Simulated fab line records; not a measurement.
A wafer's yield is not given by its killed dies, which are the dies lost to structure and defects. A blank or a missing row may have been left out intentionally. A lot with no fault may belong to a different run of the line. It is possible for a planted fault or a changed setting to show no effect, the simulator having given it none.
fab line records + flow n5_finfet
[record]
- lots = 9
- wafers = 27
- last_day = 17
route steps=1938 shown BEOL_M1@838 BEOL_M2@844 BEOL_M4@1111 PASSIVATION@1936
lots with no fault: from the same line, run without faults
start_h: start of the lot's first displayed wafer, in hours after the record's first day + wait_h: hours since the lot's step before + " repeats the value in the row above + L1.1+2: a single row standing in for several wafers + - either no value or no given start + * or withheld: withheld + < > ~ a bound
route shown NAME@n: NAME is a module with steps in the file, n the number in the route of the first one + usual: mean/standard deviation taken from wafers without a fault + same: alike in all rows + chamber/n: place in a boat + sites: the reading at each site + _std_site: standard deviation across them + _edge_site: mean of outer sites minus mean of inner sites + radius_mm: for every site, how far away it sits from the centre of the wafer + mask NAME#n: copy n + behind: the most recent tool/chamber to have shaped the wafer + hold: why the lot went on hold/how many hours it stayed there/how the hold came to an end + device: whichever transistor did not switch (one of n, p or np) + end of line: the route-end tests of the same wafers + a step given without rows: its recipe and nothing more + killed: dies lost to structure and defects at the first sort, not the wafer's yield + map: a wafer's dies, x killed, . not, _ none there
set.NAME: the run value of the setting; set.NAME@STEP: its run value at that earlier step + model.NAME: the simulator's own value behind a step, which no gauge read
one table for each step of the route and one row for each wafer, over a sample of lots
services: a tool's chamber out of use, with start hour (start_h, from the record's first day; less than 0 if before it), hours out, and reason
[[steps]]
[step N5_BEOL_M1_DEP_57]
[recipe]
- material = SiCN
- target_thk_a = 80
- temp_c = withheld
- precursor = 3MS/NH3
- pressure_torr = 3
- rf_w = 202
- time_s = 14
[usual]
- chamber_pressure_Torr = 3.001/0.006
- showerhead_plenum_p_Torr = 3.666/0.0095
- throttle_valve_pct = 9.2/0.43
| lot.wafer | tool     | chamber | start_h | wait_h | chamber_pressure_Torr | showerhead_plenum_p_Torr | throttle_valve_pct |
|-----------|----------|---------|---------|--------|-----------------------|--------------------------|--------------------|
| L750.2    | pecvd-02 | 1       | 174.65  | 0.0    | 3.008                 | 3.673                    | 9.6                |
| L750.3    | "        | 2       | "       | "      | 3.004                 | 3.668                    | 9.0                |
| L750.6    | "        | 2       | "       | "      | 3.001                 | 3.663                    | 9.0                |
| L751.1    | pecvd-04 | 1       | 178.10  | 0.0    | 3.005                 | 3.662                    | 9.8                |
| L751.3    | "        | 0       | "       | "      | 2.993                 | 3.662                    | 9.4                |
| L751.6    | "        | 2       | "       | "      | 3.002                 | 3.665                    | 8.7                |
| L754.1    | pecvd-04 | 1       | 184.78  | 0.0    | 2.992                 | 3.658                    | 9.7                |
| L754.5    | "        | 0       | "       | "      | 3.003                 | 3.643                    | 9.3                |
| L754.6    | "        | 1       | "       | "      | 3.002                 | 3.660                    | 9.7                |
| L757.1    | pecvd-03 | 1       | 207.42  | 0.0    | 2.987                 | 3.649                    | 8.6                |
| L757.3    | "        | 0       | "       | "      | 3.004                 | 3.685                    | 9.1                |
| L757.5    | "        | 1       | "       | "      | 2.997                 | 3.649                    | 8.4                |
| L758.1    | pecvd-03 | 0       | 208.24  | 0.0    | 2.989                 | 3.681                    | 9.6                |
| L758.2    | "        | 1       | "       | "      | 2.993                 | 3.652                    | 8.7                |
| L758.4    | "        | 0       | "       | "      | 2.993                 | 3.683                    | 9.3                |
| L759.1    | pecvd-03 | 0       | 225.84  | 0.0    | 2.990                 | 3.688                    | 9.4                |
| L759.3    | "        | 1       | "       | "      | 2.994                 | 3.658                    | 8.6                |
| L759.6    | "        | 1       | "       | "      | 3.006                 | 3.665                    | 8.5                |
| L760.1    | pecvd-02 | 0       | 226.21  | 0.0    | 2.999                 | 3.664                    | 9.7                |
| L760.4    | "        | 2       | "       | "      | 3.005                 | 3.665                    | 9.0                |
| L760.6    | "        | 0       | "       | "      | 3.008                 | 3.662                    | 9.4                |
| L766.1    | pecvd-02 | 1       | 260.24  | 0.0    | 2.992                 | 3.675                    | 9.7                |
| L766.5    | "        | 0       | "       | "      | 2.996                 | 3.666                    | 9.3                |
| L766.6    | "        | 2       | "       | "      | 3.005                 | 3.667                    | 8.8                |
| L767.1    | pecvd-04 | 0       | 266.27  | 0.0    | 3.000                 | 3.668                    | 9.5                |
| L767.2    | "        | 2       | "       | "      | 3.006                 | 3.663                    | 8.8                |
| L767.6    | "        | 2       | "       | "      | 2.999                 | 3.663                    | 8.4                |
[step N5_BEOL_M1_INSPECT_59]
[recipe]
- inspect_instrument = darkfield
- mode = post_dep
[usual]
- raw_defect_count = 71/27
| lot.wafer | tool              | chamber | start_h | wait_h | raw_defect_count |
|-----------|-------------------|---------|---------|--------|------------------|
| L750.2    | defect_inspect-02 | -       | 174.74  | 0.0    | 90               |
| L750.3    | "                 | -       | "       | "      | 54               |
| L750.6    | "                 | -       | "       | "      | 78               |
| L751.1    | defect_inspect-01 | -       | 178.19  | 0.0    | 75               |
| L751.3    | "                 | -       | "       | "      | 62               |
| L751.6    | "                 | -       | "       | "      | 60               |
| L754.1    | defect_inspect-01 | -       | 184.87  | 0.0    | 42               |
| L754.5    | "                 | -       | "       | "      | 59               |
| L754.6    | "                 | -       | "       | "      | 56               |
| L757.1    | defect_inspect-02 | -       | 207.53  | 0.0    | 80               |
| L757.3    | "                 | -       | "       | "      | 40               |
| L757.5    | "                 | -       | "       | "      | 84               |
| L758.1    | defect_inspect-02 | -       | 208.35  | 0.0    | 42               |
| L758.2    | "                 | -       | "       | "      | 37               |
| L758.4    | "                 | -       | "       | "      | 50               |
| L759.1    | defect_inspect-02 | -       | 225.95  | 0.0    | 39               |
| L759.3    | "                 | -       | "       | "      | 37               |
| L759.6    | "                 | -       | "       | "      | 52               |
| L760.1    | defect_inspect-01 | -       | 226.30  | 0.0    | 128              |
| L760.4    | "                 | -       | "       | "      | 82               |
| L760.6    | "                 | -       | "       | "      | 135              |
| L766.1    | defect_inspect-01 | -       | 260.33  | 0.0    | 53               |
| L766.5    | "                 | -       | "       | "      | 96               |
| L766.6    | "                 | -       | "       | "      | 77               |
| L767.1    | defect_inspect-02 | -       | 266.38  | 0.0    | 35               |
| L767.2    | "                 | -       | "       | "      | 56               |
| L767.6    | "                 | -       | "       | "      | 60               |
[step N5_BEOL_M2_HM_DEP_02]
[recipe]
- material = TiN
- target_thk_a = 200
- temp_c = 25
- chamber_pressure_pa = 0.49996
[usual]
- throttle_valve_pct = 30.0/1.1
| lot.wafer | tool           | chamber | start_h | wait_h | throttle_valve_pct |
|-----------|----------------|---------|---------|--------|--------------------|
| L750.2    | pvd_sputter-01 | -       | 177.12  | 2.2    | 30.0               |
| L750.3    | "              | -       | "       | "      | 31.7               |
| L750.6    | "              | -       | "       | "      | 27.6               |
| L751.1    | pvd_sputter-01 | -       | 178.90  | 0.6    | 30.3               |
| L751.3    | "              | -       | "       | "      | 31.9               |
| L751.6    | "              | -       | "       | "      | 31.9               |
| L754.1    | pvd_sputter-01 | -       | 186.93  | 1.9    | 30.3               |
| L754.5    | "              | -       | "       | "      | 30.3               |
| L754.6    | "              | -       | "       | "      | 30.0               |
| L757.1    | pvd_sputter-01 | -       | 207.76  | 0.1    | 31.8               |
| L757.3    | "              | -       | "       | "      | 30.3               |
| L757.5    | "              | -       | "       | "      | 30.1               |
| L758.1    | pvd_sputter-01 | -       | 210.07  | 1.6    | 27.8               |
| L758.2    | "              | -       | "       | "      | 31.7               |
| L758.4    | "              | -       | "       | "      | 30.2               |
| L759.1    | pvd_sputter-02 | -       | 226.74  | 0.6    | 28.9               |
| L759.3    | "              | -       | "       | "      | 30.7               |
| L759.6    | "              | -       | "       | "      | 28.8               |
| L760.1    | pvd_sputter-03 | -       | 227.13  | 0.7    | 30.0               |
| L760.4    | "              | -       | "       | "      | 29.7               |
| L760.6    | "              | -       | "       | "      | 29.9               |
| L766.1    | pvd_sputter-01 | -       | 260.71  | 0.2    | 30.3               |
| L766.5    | "              | -       | "       | "      | 30.4               |
| L766.6    | "              | -       | "       | "      | 28.0               |
| L767.1    | pvd_sputter-02 | -       | 267.77  | 1.2    | 28.9               |
| L767.2    | "              | -       | "       | "      | 28.8               |
| L767.6    | "              | -       | "       | "      | 28.8               |
[step N5_BEOL_M2_ETCH_64]
[recipe]
- chemistry = N2/H2
- target = SOC
- target_depth_a = 750
- overetch_a = 225
- mask_material = SiARC
- temp_c = 40
- time_s = 121.9
- ion_energy_ev = 200
- pressure_mtorr = 30
- source_w = 840
- bias_w = 150
- n2_flow_sccm = 200
- h2_flow_sccm = 200
[usual]
- drypump_motor_current_A = 5.9/0.43
- h2_flow_sccm = 200.0/0.64
- oes_product_au = 0.62/0.07
- rf_fwd_power_W = 836.8/2.8
- rf_vpp_V = 524.1/2.7
- showerhead_plenum_p_Torr = 2.55/0.096
- throttle_valve_pct = 17.74/0.27
| lot.wafer | tool        | chamber | start_h | wait_h | drypump_motor_current_A | h2_flow_sccm | oes_product_au | rf_fwd_power_W | rf_hours_counter_h | rf_vpp_V | showerhead_plenum_p_Torr | throttle_valve_pct |
|-----------|-------------|---------|---------|--------|-------------------------|--------------|----------------|----------------|--------------------|----------|--------------------------|--------------------|
| L750.2    | rie_diel-04 | 0       | 177.72  | 0.0    | 5.7                     | 200.1        | 0.71           | 1042.3         | 15                 | 486.2    | 2.48                     | 17.81              |
| L750.3    | "           | 3       | "       | "      | 5.9                     | 200.0        | 0.53           | 839.8          | 222                | 526.0    | 2.61                     | 18.19              |
| L750.6    | "           | 3       | "       | "      | 6.0                     | 199.3        | 0.53           | 841.3          | -                  | 525.4    | 2.61                     | 18.19              |
| L751.1    | rie_diel-03 | 2       | 179.51  | 0.0    | 6.6                     | 201.0        | 0.64           | 835.5          | 51                 | 521.4    | 2.48                     | 17.66              |
| L751.3    | "           | 3       | "       | "      | 6.3                     | 199.5        | 0.53           | 837.1          | 221                | 521.6    | 2.50                     | 17.93              |
| L751.6    | "           | 2       | "       | "      | 6.6                     | 201.1        | 0.63           | 836.3          | -                  | 522.8    | 2.48                     | 17.67              |
| L754.1    | rie_diel-04 | 3       | 187.67  | 0.0    | 6.0                     | 201.2        | 0.53           | 840.2          | 226                | 526.8    | 2.61                     | 18.20              |
| L754.5    | "           | 0       | "       | "      | 5.7                     | 200.2        | 0.70           | 1038.1         | -                  | 487.2    | 2.48                     | 17.80              |
| L754.6    | "           | 1       | "       | "      | 6.4                     | 199.0        | 0.67           | 838.7          | -                  | 529.4    | 2.71                     | 17.98              |
| L757.1    | rie_diel-05 | 2       | 208.38  | 0.0    | 5.1                     | 199.6        | 0.60           | 836.1          | 123                | 520.6    | 2.45                     | 17.46              |
| L757.3    | "           | 0       | "       | "      | 5.5                     | 199.8        | 0.63           | 832.7          | 63                 | 525.5    | 2.57                     | 17.30              |
| L757.5    | "           | 2       | "       | "      | 5.2                     | 200.2        | 0.59           | 836.8          | -                  | 521.7    | 2.45                     | 17.46              |
| L758.1    | rie_diel-04 | 3       | 210.69  | 0.0    | 6.0                     | 200.5        | 0.52           | 837.2          | 238                | 525.8    | 2.61                     | 18.21              |
| L758.2    | "           | 2       | "       | "      | 5.9                     | 200.0        | 0.76           | 837.6          | 3                  | 528.4    | 2.72                     | 17.26              |
| L758.4    | "           | 2       | "       | "      | 5.9                     | 201.3        | 0.76           | 836.6          | -                  | 529.2    | 2.72                     | 17.26              |
| L759.1    | rie_diel-03 | 0       | 227.71  | 0.0    | 5.8                     | 201.9        | 0.64           | 840.1          | 56                 | 521.4    | 2.48                     | 17.90              |
| L759.3    | "           | 3       | "       | "      | 6.3                     | 199.9        | 0.52           | 835.1          | 238                | 522.8    | 2.49                     | 17.97              |
| L759.6    | "           | 3       | "       | "      | 6.3                     | 200.1        | 0.52           | 839.4          | -                  | 523.1    | 2.50                     | 17.98              |
| L760.1    | rie_diel-03 | 2       | 228.02  | 0.0    | 6.6                     | 199.8        | 0.62           | 844.3          | 69                 | 522.4    | 2.47                     | 17.69              |
| L760.4    | "           | 3       | "       | "      | 6.3                     | 201.2        | 0.52           | 833.5          | 238                | 522.6    | 2.49                     | 17.98              |
| L760.6    | "           | 0       | "       | "      | 5.8                     | 199.6        | 0.63           | 834.7          | -                  | 522.3    | 2.48                     | 17.89              |
| L766.1    | rie_diel-04 | 2       | 261.30  | 0.0    | 5.9                     | 200.1        | 0.70           | 838.7          | 21                 | 526.6    | 2.71                     | 17.30              |
| L766.5    | "           | 2       | "       | "      | 5.9                     | 200.6        | 0.71           | 835.4          | -                  | 527.6    | 2.71                     | 17.31              |
| L766.6    | "           | 0       | "       | "      | 5.7                     | 199.8        | 0.68           | 841.4          | -                  | 522.9    | 2.47                     | 17.84              |
| L767.1    | rie_diel-04 | 2       | 268.51  | 0.0    | 5.9                     | 199.5        | 0.70           | 839.9          | 24                 | 528.4    | 2.71                     | 17.29              |
| L767.2    | "           | 1       | "       | "      | 6.4                     | 199.6        | 0.63           | 836.1          | 68                 | 528.7    | 2.69                     | 18.03              |
| L767.6    | "           | 1       | "       | "      | 6.4                     | 199.4        | 0.63           | 837.9          | -                  | 528.5    | 2.69                     | 18.05              |
[step N5_BEOL_M4_RC_MEAS_101]
[usual]
- DIBL_N = 36.3/1.7
- DIBL_P = 36.3/2.2
- IOFF_N = 0.16/0.034
- IOFF_P = 0.21/0.038
- ION_N = 673/13
- ION_P = 461/8.3
- SS_N = 71.5/0.55
- SS_P = 73.3/0.67
- VT_N = 250/3.4
- VT_P = -251/3.5
| lot.wafer | tool      | chamber | start_h | wait_h | DIBL_N[mV/V] | DIBL_P[mV/V] | IOFF_N[nA/um] | IOFF_P[nA/um] | ION_N[uA/um] | ION_P[uA/um] | SS_N[mV/dec] | SS_P[mV/dec] | VT_N[mV] | VT_P[mV] |
|-----------|-----------|---------|---------|--------|--------------|--------------|---------------|---------------|--------------|--------------|--------------|--------------|----------|----------|
| L750.2    | prober-02 | 0       | 208.27  | 0.2    | 35.2         | 35.5         | 0.16          | 0.21          | 673          | 459          | 70.9         | 73.5         | 247      | -252     |
| L750.3    | "         | 0       | "       | "      | 34.3         | 34.4         | 0.14          | 0.19          | 659          | 455          | 71.2         | 71.9         | 251      | -253     |
| L750.6    | "         | 0       | "       | "      | 34.7         | 35.5         | 0.16          | 0.21          | 670          | 465          | 71.2         | 73.0         | 249      | -251     |
| L751.1    | prober-02 | 0       | 211.15  | 0.0    | 36.0         | 35.6         | 0.16          | 0.21          | 667          | 458          | 71.7         | 72.8         | 248      | -249     |
| L751.3    | "         | 0       | "       | "      | 35.1         | 34.5         | 0.14          | 0.20          | 672          | 453          | 71.5         | 72.4         | 248      | -251     |
| L751.6    | "         | 0       | "       | "      | 37.5         | 37.1         | 0.20          | 0.24          | 686          | 462          | 71.5         | 72.8         | 245      | -249     |
| L754.1    | prober-02 | 0       | 216.59  | 0.0    | 36.4         | 38.1         | 0.17          | 0.24          | 674          | 467          | 72.1         | 74.4         | 252      | -249     |
| L754.5    | "         | 0       | "       | "      | 36.1         | 37.2         | 0.16          | 0.21          | 667          | 455          | 71.4         | 74.4         | 251      | -252     |
| L754.6    | "         | 0       | "       | "      | 36.8         | 39.0         | 0.17          | 0.26          | 670          | 467          | 72.0         | 74.6         | 252      | -248     |
| L757.1    | prober-01 | 0       | 242.10  | 0.0    | 36.7         | 38.4         | 0.18          | 0.23          | 683          | 469          | 72.0         | 73.3         | 248      | -249     |
| L757.3    | "         | 0       | "       | "      | 34.6         | 35.1         | 0.14          | 0.19          | 666          | 457          | 71.5         | 73.4         | 251      | -251     |
| L757.5    | "         | 0       | "       | "      | 32.5         | 32.4         | 0.11          | 0.16          | 649          | 455          | 71.1         | 72.7         | 255      | -252     |
| L758.1    | prober-02 | 0       | 249.04  | 0.0    | 39.4         | 38.7         | 0.20          | 0.26          | 680          | 463          | 71.7         | 74.4         | 248      | -246     |
| L758.2    | "         | 0       | "       | "      | 35.9         | 34.5         | 0.12          | 0.18          | 663          | 458          | 71.2         | 73.0         | 254      | -251     |
| L758.4    | "         | 0       | "       | "      | 33.9         | 32.6         | 0.11          | 0.16          | 659          | 456          | 70.3         | 72.3         | 255      | -250     |
| L760.1    | prober-02 | 0       | 255.43  | 0.0    | 34.9         | 35.9         | 0.14          | 0.17          | 665          | 454          | 70.8         | 73.4         | 251      | -255     |
| L760.4    | "         | 0       | "       | "      | 35.7         | 35.8         | 0.15          | 0.17          | 678          | 457          | 70.9         | 72.5         | 251      | -255     |
| L760.6    | "         | 0       | "       | "      | 33.0         | 32.4         | 0.10          | 0.13          | 660          | 447          | 71.0         | 71.2         | 257      | -258     |
| L759.1    | prober-01 | 0       | 266.45  | 0.0    | 38.7         | 38.5         | 0.21          | 0.23          | 690          | 466          | 72.0         | 74.1         | 246      | -253     |
| L759.3    | "         | 0       | "       | "      | 38.9         | 40.0         | 0.22          | 0.26          | 701          | 469          | 71.7         | 74.2         | 245      | -249     |
| L759.6    | "         | 0       | "       | "      | 36.7         | 36.8         | 0.17          | 0.20          | 681          | 461          | 71.6         | 74.4         | 247      | -254     |
| L766.1    | prober-02 | 0       | 293.52  | 0.0    | 36.2         | 34.5         | 0.15          | 0.20          | 660          | 455          | 72.0         | 73.7         | 249      | -250     |
| L766.5    | "         | 0       | "       | "      | 34.7         | 33.2         | 0.13          | 0.17          | 667          | 455          | 70.9         | 73.3         | 250      | -255     |
| L766.6    | "         | 0       | "       | "      | 35.2         | 33.5         | 0.14          | 0.18          | 661          | 450          | 71.3         | 73.4         | 251      | -251     |
| L767.1    | prober-02 | 0       | 296.96  | 0.0    | 36.2         | 35.5         | 0.14          | 0.17          | 662          | 453          | 71.2         | 73.1         | 253      | -256     |
| L767.2    | "         | 0       | "       | "      | 38.1         | 37.5         | 0.18          | 0.20          | 671          | 455          | 71.8         | 73.8         | 248      | -251     |
| L767.6    | "         | 0       | "       | "      | 38.4         | 38.9         | 0.20          | 0.23          | 693          | 465          | 71.8         | 74.1         | 248      | -253     |
[step N5_PASSIVATION_PROBE_49]
[usual]
- defect_limited_yield = 91.4/1.6
- killed_at_M0_to_M3 = 34/10
- killed_at_M4_up = 12/4.8
- killed_at_contacts = 11/6.2
- killed_at_front_end = 39/13
- killed_at_other = 4/3.1
- killed_dies = 101/19
- killed_open = 67/14
- killed_short = 32/8.3
- sort_bin_5_function = 5.0/1
- sort_bin_6_memory = 3.2/0.76
- sort_n_pass = 1079/19
- sort_yield_pct = 91.4/1.6
[same]
- gross_dies = 1180
- killed_at_back_side = 0
- sort_bin_4_leakage[%] = 0
- sort_bin_8_speed[%] = 0
| lot.wafer | tool      | chamber | start_h | wait_h | defect_limited_yield[%] | killed_at_M0_to_M3 | killed_at_M4_up | killed_at_contacts | killed_at_front_end | killed_at_other | killed_dies | killed_open | killed_short | sort_bin_5_function[%] | sort_bin_6_memory[%] | sort_n_pass | sort_yield_pct[%] |
|-----------|-----------|---------|---------|--------|-------------------------|--------------------|-----------------|--------------------|---------------------|-----------------|-------------|-------------|--------------|------------------------|----------------------|-------------|-------------------|
| L750.2    | prober-02 | -       | 305.33  | 0.1    | 89.9                    | 35                 | 11              | 11                 | 57                  | 5               | 119         | 84          | 33           | 5.3                    | 4.3                  | 1061        | 89.9              |
| L750.3    | prober-02 | -       | 305.38  | 0.1    | 87.8                    | 37                 | 13              | 23                 | 67                  | 4               | 144         | 102         | 38           | 6.5                    | 5.3                  | 1036        | 87.8              |
| L750.6    | prober-02 | -       | 305.53  | 0.3    | 88.8                    | 28                 | 9               | 12                 | 82                  | 1               | 132         | 99          | 32           | 6.6                    | 4.5                  | 1048        | 88.8              |
| L757.1    | prober-01 | -       | 349.35  | 0.1    | 89.7                    | 28                 | 18              | 7                  | 65                  | 4               | 122         | 88          | 33           | 6.6                    | 3.5                  | 1058        | 89.7              |
| L757.3    | prober-01 | -       | 349.45  | 0.2    | 88.3                    | 31                 | 21              | 15                 | 68                  | 3               | 138         | 90          | 46           | 6.4                    | 4.7                  | 1042        | 88.3              |
| L757.5    | prober-01 | -       | 349.55  | 0.3    | 88.2                    | 37                 | 21              | 8                  | 70                  | 3               | 139         | 111         | 26           | 6.9                    | 4.5                  | 1041        | 88.2              |
| L760.1    | prober-02 | -       | 352.34  | 0.0    | 91.8                    | 24                 | 12              | 22                 | 36                  | 3               | 97          | 67          | 28           | 5.3                    | 2.8                  | 1083        | 91.8              |
| L760.4    | prober-02 | -       | 352.49  | 0.2    | 93.1                    | 20                 | 8               | 7                  | 43                  | 4               | 82          | 48          | 28           | 4.1                    | 2.2                  | 1098        | 93.1              |
| L760.6    | prober-02 | -       | 352.59  | 0.3    | 92.7                    | 36                 | 17              | 15                 | 15                  | 3               | 86          | 56          | 30           | 4.0                    | 3.1                  | 1094        | 92.7              |
// killed by level:class
L750.2 STI_FIN_REVEAL:geometric_particle:open=29 BEOL_M0_SAQP:geometric_particle:short=12 MOL_CONTACT_COAG:geometric_particle:open=9 BEOL_M0_SAQP:geometric_particle:open=9 STI_FIN_REVEAL:geometric_particle:short=7 BEOL_M1:geometric_particle:open=7 FIN_SAQP:geometric_particle:open=6 FIN_SAQP:geometric_particle:short=4
L750.3 STI_FIN_REVEAL:geometric_particle:open=21 MOL_CONTACT_COAG:geometric_particle:open=18 FIN_SAQP:geometric_particle:open=14 FIN_SAQP:geometric_particle:short=11 BEOL_M1:geometric_particle:open=10 BEOL_M0_SAQP:geometric_particle:short=9 BEOL_M0_SAQP:geometric_particle:open=8 BEOL_M4:geometric_particle:open=7
L750.6 STI_FIN_REVEAL:geometric_particle:open=48 MOL_CONTACT_COAG:geometric_particle:open=9 FIN_SAQP:geometric_particle:open=8 FIN_SAQP:geometric_particle:short=7 BEOL_M0_SAQP:geometric_particle:short=7 STI_FIN_REVEAL:geometric_particle:short=5 BEOL_M2:geometric_particle:open=5 BEOL_M0_SAQP:geometric_particle:open=5
L757.1 STI_FIN_REVEAL:geometric_particle:open=22 DUMMY_GATE:geometric_particle:open=11 BEOL_M0:geometric_particle:open=9 GATE_CUT:geometric_particle:short=8 BEOL_M4:geometric_particle:open=8 FIN_SAQP:geometric_particle:open=6 MOL_CONTACT_COAG:geometric_particle:open=6 BEOL_M0_SAQP:geometric_particle:open=5
L757.3 STI_FIN_REVEAL:geometric_particle:open=29 BEOL_M4:geometric_particle:open=12 GATE_CUT:geometric_particle:short=11 MOL_CONTACT_COAG:geometric_particle:open=11 BEOL_M0_SAQP:geometric_particle:short=9 BEOL_M3:geometric_particle:open=7 BEOL_M0_SAQP:geometric_particle:open=7 ILD0:geometric_particle:open=6
L757.5 STI_FIN_REVEAL:geometric_particle:open=37 BEOL_M3:geometric_particle:open=13 BEOL_M4:geometric_particle:open=11 BEOL_M0_SAQP:geometric_particle:open=8 FIN_SAQP:geometric_particle:open=6 GATE_CUT:geometric_particle:open=5 BEOL_M1:geometric_particle:open=5 STI_FIN_REVEAL:geometric_particle:short=4
L760.1 MOL_CONTACT_COAG:geometric_particle:open=21 FIN_SAQP:geometric_particle:open=7 GATE_CUT:geometric_particle:short=6 FIN_SAQP:geometric_particle:short=4 DUMMY_GATE:geometric_particle:open=4 BEOL_M0_SAQP:geometric_particle:open=4 BEOL_M2:geometric_particle:open=4 BEOL_M3:geometric_particle:open=4
L760.4 STI_FIN_REVEAL:geometric_particle:open=8 MOL_CONTACT_COAG:geometric_particle:open=6 BEOL_M3:geometric_particle:open=6 BEOL_M2:geometric_particle:open=5 HKMG_FIN:area_etch=5 FIN_SAQP:geometric_particle:short=4 FIN_SAQP:geometric_particle:open=4 STI_FIN_REVEAL:geometric_particle:short=4
L760.6 MOL_CONTACT_COAG:geometric_particle:open=10 BEOL_M2:geometric_particle:open=10 BEOL_M1:geometric_particle:open=6 MOL_CONTACT_COAG:geometric_particle:short=5 BEOL_M0_SAQP:geometric_particle:short=5 BEOL_M1:geometric_particle:short=5 BEOL_M4:geometric_particle:open=4 BEOL_M0_SAQP:geometric_particle:open=3
[[services]]
| tool        | chamber | start_h | hours | kind                          |
|-------------|---------|---------|-------|-------------------------------|
| rie_diel-03 | 0       | 151.36  | 2.6   | repair                        |
| rie_diel-04 | 3       | 172.52  | 3.1   | repair                        |
| pecvd-03    | 2       | 178.61  | 11.9  | repair                        |
| rie_diel-04 | 2       | 184.78  | -     | clean                         |
| rie_diel-04 | 2       | 184.78  | -     | consumable_replace:focus_ring |
| rie_diel-04 | 2       | 184.78  | -     | consumable_replace:showerhead |
| rie_diel-04 | 2       | 184.78  | 21.2  | scheduled_down                |
| rie_diel-04 | 2       | 184.78  | 21.2  | vent_cycle                    |
| pecvd-03    | 2       | 202.38  | -     | clean                         |
| pecvd-03    | 2       | 202.38  | -     | consumable_replace:showerhead |
| pecvd-03    | 2       | 202.38  | 29.0  | scheduled_down                |
| pecvd-03    | 2       | 202.38  | 29.0  | vent_cycle                    |
| pecvd-03    | 0       | 237.48  | 20.3  | repair                        |
| pecvd-02    | -       | 243.66  | 2.5   | repair                        |
| rie_diel-04 | 3       | 246.40  | -     | clean                         |
| rie_diel-04 | 3       | 246.40  | -     | consumable_replace:focus_ring |
| rie_diel-04 | 3       | 246.40  | 26.4  | scheduled_down                |
| rie_diel-04 | 3       | 246.40  | 26.4  | vent_cycle                    |
| pecvd-02    | -       | 250.95  | 1.2   | repair                        |
| rie_diel-03 | 1       | 260.72  | -     | clean                         |
| rie_diel-03 | 1       | 260.72  | -     | consumable_replace:focus_ring |
| rie_diel-03 | 1       | 260.72  | 19.1  | scheduled_down                |
| rie_diel-03 | 1       | 260.72  | 19.1  | vent_cycle                    |
| pecvd-04    | 1       | 262.03  | 9.9   | repair                        |
[[key]]
[first_sign]
- step = N5_BEOL_M2_ETCH_64
- reading = rf_fwd_power_W
- direction = up
- sigmas = 72
- usual = *
- struck = *
[effect]
- step = N5_BEOL_M2_ETCH_64
- reading = rf_vpp_V
- direction = down
- sigmas = 14
- usual = 524.1
- struck = 486.7
met_at N5_BEOL_M2_ETCH_64
struck_lots L750,L754
struck_wafers L750.2,L754.5
not_acting_at N5_BEOL_M1_DEP_57,N5_BEOL_M1_INSPECT_59,N5_BEOL_M2_HM_DEP_02
[fault]
- kind = process_parameter_drift
- tool = rie_diel-04
- chamber = 0
- onset_h = 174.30
- steps = N5_BEOL_M2_ETCH_64
- channel = source_w
- offset = 201.6
- shape = step
- end_h = 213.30
- acts_in = these_recipes_only
- stated = 840
